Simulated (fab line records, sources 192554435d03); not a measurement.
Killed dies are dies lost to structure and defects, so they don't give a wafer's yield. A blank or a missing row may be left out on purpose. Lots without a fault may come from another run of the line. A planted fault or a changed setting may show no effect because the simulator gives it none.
Chamber matching | flow n5_finfet | N5_MOL_CONTACT_COAG_ALD_133 on ald_sin-03: 4 sister chambers
The step deposits SiO2, target thk 5 nm, pulse time 1 s, co reactant pulse time 1 s. 8 wafers are shown with their chamber, then 11 later ones without.

WAFERS WITH THEIR CHAMBER
wafer  | chamber | heater_power_w (W) | precursor_pulse_height_rel
L087.2 | 2       | 89                 | 0.967
L087.3 | 3       | 75                 | 1.025
L087.5 | 1       | 71                 | 1.020
L087.6 | 0       | 89                 | 0.998
L092.1 | 1       | 70                 | 0.992
L092.2 | 3       | 76                 | 1.009
L092.3 | 2       | 86                 | 0.967
L092.4 | 0       | 87                 | 0.981

WAFERS WITHOUT THEIR CHAMBER
wafer  | heater_power_w (W) | precursor_pulse_height_rel
L092.5 | 71                 | 1.045
L092.6 | 89                 | 1.016
L095.1 | 77                 | 0.997
L095.3 | 72                 | 0.988
L095.4 | 70                 | 0.994
L097.1 | 86                 | 1.051
L097.2 | 74                 | 1.005
L097.3 | 70                 | 1.001
L097.4 | 88                 | 1.025
L097.5 | 73                 | 1.004
L097.6 | 87                 | 1.016

WHICH CHAMBER EACH WENT THROUGH
wafer  | from the rows above     | in truth
L092.5 | can't be placed: 1 or 3 | 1
L092.6 | can't be placed: 0 or 2 | 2
L095.1 | 3                       | 3
L095.3 | can't be placed: 1 or 3 | 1
L095.4 | 1                       | 1
L097.1 | can't be placed: 0 or 2 | 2
L097.2 | can't be placed: 3 or 1 | 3
L097.3 | 1                       | 1
L097.4 | can't be placed: 0 or 2 | 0
L097.5 | can't be placed: 1 or 3 | 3
L097.6 | can't be placed: 0 or 2 | 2
Placed correctly: 3 of 11. Can't be placed from these rows: 8 (the true chamber is among the candidates in 8). Placed wrongly: 0.
How it was worked out, from the rows above alone: a wafer's distance from a chamber is the root of the sum, over the readings, of the square of ((its reading less the chamber's mean) divided by the reading's scatter). The wafer belongs to the nearest chamber; if the next one is less than 2 further off, it can't be placed. A chamber's mean is the mean of its shown wafers. The scatter: the root of (the sum of the squares of (reading less its chamber's mean) over the shown wafers, divided by (wafers less chambers)).
